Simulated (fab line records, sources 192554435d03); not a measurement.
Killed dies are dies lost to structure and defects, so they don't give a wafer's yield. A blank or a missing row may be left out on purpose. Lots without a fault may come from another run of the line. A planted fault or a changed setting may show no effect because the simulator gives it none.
A struck lot beside a sound one | flow n5_finfet | 35 steps out of a route of 1938
Sound: wafers L458.1, L458.5, L458.6. Struck: wafers L453.1, L453.4, L453.5. The cause comes at the end.
At each step with rows: each side's tool, then ch and its chambers, then its first start. Under that, the readings that differ: sound wafers | struck wafers | difference of the means | sigmas: that difference in standard deviations of wafers without a fault.
alike: readings whose means differ by less than 2 such deviations, and words and numbers that are the same on both sides. not compared: withheld readings, readings that some wafer has no value for, bounds like >300 that may hide the same value, and numbers for which the record gives no deviation and whose values overlap.
The two part at a step that has a row with sigmas, a row that says differs or no value, or rows on one side only. Numbers that don't overlap but have no deviation are shown without sigmas and don't part them. A reading that every wafer of one side lacks parts them only if that side has two wafers or more.

first, 8 steps without rows for these wafers: N5_BEOL_M10_SPUTTER_48 (material Cu, target thk 12 nm, time 2 s); N5_BEOL_M10_ECD_50 (material Cu, target thk 318 nm); N5_BEOL_M10_ANNEAL_51 (time 90 s); N5_BEOL_M10_CMP_52 (polishes, stops on SiCOH lowk, t overpolish 7 s, target thk 140 nm); N5_BEOL_M10_PRE_CLEAN_55 (time 15 s); N5_BEOL_M10_DEP_56 (deposits SiCN from 3MS/NH3, target thk 15 nm, time 26.5 s); N5_BEOL_M11_ILD_DEP_00 (deposits SiCOH lowk from DEMS/porogen, target thk 308.51 nm, time 58 s); N5_BEOL_M11_CURE_71 (cures SiCOH lowk, time 240 s).
N5_BEOL_M11_PECVD_70: deposits SiO2 from TEOS/O2, target thk 20 nm, time 22.7 s.
  sound on pecvd-02 ch 0,1,2, day 13 15:46; struck on pecvd-03 ch 0,1,2, day 12 06:10
  reading                                     | sound                | struck               | difference | sigmas
  susceptor_temp_C (C)                        | 400.34 400.24 400.14 | 381.45 381.44 381.32 | -18.84     | -82
  model.SiO2_of_BEOL_M11_PECVD_70.thk_nm (nm) | 19.8 19.4 19.8       | 22.4 22.6 22.8       | +2.9       |
  alike: chamber_pressure_Torr, heater_power_w, showerhead_plenum_p_Torr, throttle_valve_pct
then, 24 steps without rows for these wafers: N5_BEOL_M11_HM_DEP_02 (deposits TiN, target thk 20 nm); N5_BEOL_M11_COAT_59 (time 60 s, resist thk 100 nm); N5_BEOL_M11_COAT_60 (time 60 s, resist thk 30 nm); N5_BEOL_M11_COAT_05 (resist thk 90 nm); N5_BEOL_M11_EBR_07; N5_BEOL_M11_SOFTBAKE_06 (time 60 s); N5_BEOL_M11_EXPOSE_08 (exposes mask M11); N5_BEOL_M11_PEB_09 (peb time 60 s); N5_BEOL_M11_DEVELOP_10 (develop time 30 s); N5_BEOL_M11_DESCUM_16 (chemistry O2, time 7.9 s); N5_BEOL_M11_ETCH_61 (etches SiARC in CF4, target depth 39 nm, time 65 s); N5_BEOL_M11_ETCH_62 (etches SOC in N2/H2, target depth 110 nm, overetch 22 nm, time 165 s); N5_BEOL_M11_STRIP_68 (strips in N2/H2); N5_BEOL_M11_STRIP_67 (strips in CF4); N5_BEOL_M11_HM_OPEN_17 (chemistry Cl2/BCl3, target TiN, target depth 20 nm, overetch 6 nm); N5_BEOL_M11_STRIP_19 (strips in O2); N5_BEOL_M11_COAT_63 (time 60 s, resist thk 100 nm); N5_BEOL_M11_COAT_64 (time 60 s, resist thk 30 nm); N5_BEOL_M11_COAT_22 (resist thk 90 nm); N5_BEOL_M11_EBR_24; N5_BEOL_M11_SOFTBAKE_23 (time 60 s); N5_BEOL_M11_EXPOSE_25 (exposes mask V10); N5_BEOL_M11_PEB_26 (peb time 60 s); N5_BEOL_M11_DEVELOP_27 (develop time 30 s).
N5_BEOL_M11_HM_STRIP_39: strips TiN in peroxide tin strip, target depth 25 nm, time 158 s.
  sound on wet_bench-01 ch 1,2,5, day 13 20:07; struck on wet_bench-01 ch 0,3,4, day 12 09:37
  reading                                     | sound          | struck         | difference | sigmas
  model.SiO2_of_BEOL_M11_PECVD_70.thk_nm (nm) | 19.6 19.2 19.6 | 22.2 22.4 22.6 | +2.9       |
N5_BEOL_M11_CMP_52: polishes, stops on SiCOH lowk, t overpolish 7 s, target thk 140 nm.
  sound on cmp-04 ch 0,1, day 13 22:04; struck on cmp-03 ch 0,2,3, day 12 12:35
  reading                      | sound          | struck         | difference | sigmas
  barrier_field_endpoint_s (s) | 29.2 28.2 28.9 | 30.9 32.0 31.2 | +2.6       | +3
  alike: clearing_platen_down_force_psi, edge_zone_pressure_frac, head_pressure_psi, motor_current_A
  not compared: pad_life_wafers

WHERE THEY PART
First at N5_BEOL_M11_PECVD_70; last, within this record, at N5_BEOL_M11_CMP_52.

WHY: what the simulator had put in
Process parameter drift: pecvd-03, from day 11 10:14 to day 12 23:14, at N5_BEOL_M11_PECVD_70. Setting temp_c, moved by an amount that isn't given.
